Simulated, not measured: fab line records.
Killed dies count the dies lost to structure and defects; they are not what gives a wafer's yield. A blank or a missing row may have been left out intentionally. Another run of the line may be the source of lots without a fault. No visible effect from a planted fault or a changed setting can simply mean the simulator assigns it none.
Matching of chambers    flow n5 finfet    3 sister chambers for N5_BEOL_M8_CURE_74 on uv cure-02
The step cures SiCOH lowk, time 240 s. 6 wafers are shown with their chamber, then 7 later ones without.

EACH WAFER AND ITS CHAMBER
wafer   chamber  wafer_temp_C_max  lamp power pct (%)
L078.4  2        386.6             52.26
L078.6  2        386.6             52.29
L083.4  1        388.1             52.27
L083.6  1        388.1             52.26
L089.2  0        387.9             52.31
L089.4  0        386.9             52.32

WAFERS MISSING THEIR CHAMBER
wafer   wafer_temp_C_max  lamp power pct (%)
L089.5  387.2             52.35
L095.2  388.2             52.31
L095.4  387.6             52.38
L095.5  387.1             52.30
L097.1  386.2             52.33
L097.2  386.6             52.30
L097.3  388.1             52.39

WHICH CHAMBER EACH ONE RAN IN
wafer    from the rows above       in truth
L089.5   0                         0
L095.2   can't be placed: 0 or 1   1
L095.4   0                         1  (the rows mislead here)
L095.5   can't be placed: 0 or 2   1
L097.1   can't be placed: 0 or 2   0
L097.2   can't be placed: 2 or 0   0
L097.3   0                         0
2 of 7 placed correctly. From these rows, 4 cannot be placed; in 3 the true chamber is one of the candidates. Placed wrongly: 1.
How it was worked out, from the rows above alone: a wafer's distance from a chamber is the root of the sum, over the readings, of the square of ((its reading less the chamber's mean) divided by the reading's scatter). If the next closest chamber is less than 2 further off than the closest, the wafer can't be placed; otherwise it belongs to the closest. For every chamber, the mean is computed from those of its wafers that are shown. The scatter: take each reading less its chamber's mean, square it, sum over the shown wafers, divide by the number of wafers less the number of chambers, and take the root.
